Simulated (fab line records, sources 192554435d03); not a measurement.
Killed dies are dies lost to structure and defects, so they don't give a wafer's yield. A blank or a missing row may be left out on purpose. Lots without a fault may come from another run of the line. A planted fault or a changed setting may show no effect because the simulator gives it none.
Chamber matching | flow n5_finfet | N5_SD_EPI_P_ETCH_47 on rie_diel-04: 4 sister chambers
The step etches SiOCN in CH3F/O2, target depth 25 nm. 18 wafers are shown with their chamber, then 9 later ones without.

WAFERS WITH THEIR CHAMBER
wafer  | chamber | drypump_motor_current_A (A) | showerhead_plenum_p_Torr (Torr) | oes_product_au (a.u.)
L075.2 | 2       | 5.5                         | 1.89                            | 0.68
L075.3 | 3       | 5.7                         | 1.90                            | 0.70
L075.4 | 3       | 5.7                         | 1.90                            | 0.70
L078.2 | 3       | 5.7                         | 1.89                            | 0.70
L078.3 | 1       | 5.9                         | 2.12                            | 0.93
L078.6 | 3       | 5.7                         | 1.89                            | 0.70
L079.1 | 3       | 5.7                         | 1.89                            | 0.70
L079.4 | 1       | 5.8                         | 2.12                            | 0.92
L079.5 | 3       | 5.7                         | 1.89                            | 0.70
L082.2 | 2       | 5.6                         | 1.89                            | 0.67
L082.3 | 1       | 5.8                         | 2.12                            | 0.91
L082.5 | 2       | 5.5                         | 1.89                            | 0.67
L084.2 | 3       | 5.7                         | 1.89                            | 0.69
L084.3 | 0       | 5.1                         | 2.01                            | 0.78
L084.6 | 1       | 5.8                         | 2.12                            | 0.90
L089.1 | 1       | 5.9                         | 2.12                            | 0.89
L089.2 | 2       | 5.6                         | 2.14                            | 0.98
L089.6 | 2       | 5.6                         | 2.14                            | 0.97

SIGNATURES (means of the wafers above)
reading                  | chamber 0 | chamber 1 | chamber 2 | chamber 3 | scatter within a chamber
drypump_motor_current_A  | 5.100     | 5.840     | 5.560     | 5.700     | 0.0414
showerhead_plenum_p_Torr | 2.0100    | 2.1200    | 1.9900    | 1.8929    | 0.0733
oes_product_au           | 0.7800    | 0.9100    | 0.7940    | 0.6986    | 0.0888
Rule: a wafer's distance from a chamber is the root of the sum, over the readings, of the square of ((its reading less the chamber's mean) divided by the reading's scatter). The wafer belongs to the nearest chamber; if the next one is less than 2 further off, it can't be placed. The scatter: the root of (the sum of the squares of (reading less its chamber's mean) over the shown wafers, divided by (wafers less chambers)).

WAFERS WITHOUT THEIR CHAMBER
wafer  | drypump_motor_current_A (A) | showerhead_plenum_p_Torr (Torr) | oes_product_au (a.u.)
L091.2 | 5.6                         | 2.14                            | 0.96
L091.3 | 5.1                         | 2.01                            | 0.78
L091.6 | 5.7                         | 1.89                            | 0.68
L092.1 | 5.7                         | 1.89                            | 0.68
L092.2 | 5.6                         | 2.14                            | 0.94
L092.5 | 5.1                         | 2.01                            | 0.76
L093.1 | 5.1                         | 2.00                            | 0.76
L093.2 | 5.6                         | 2.13                            | 0.92
L093.5 | 5.6                         | 2.13                            | 0.93

WHICH CHAMBER EACH WENT THROUGH
wafer  | from the rows above | in truth
L091.2 | 2                   | 2
L091.3 | 0                   | 0
L091.6 | 3                   | 3
L092.1 | 3                   | 3
L092.2 | 2                   | 2
L092.5 | 0                   | 0
L093.1 | 0                   | 0
L093.2 | 2                   | 2
L093.5 | 2                   | 2
Placed correctly: 9 of 9. Can't be placed from these rows: 0. Placed wrongly: 0.
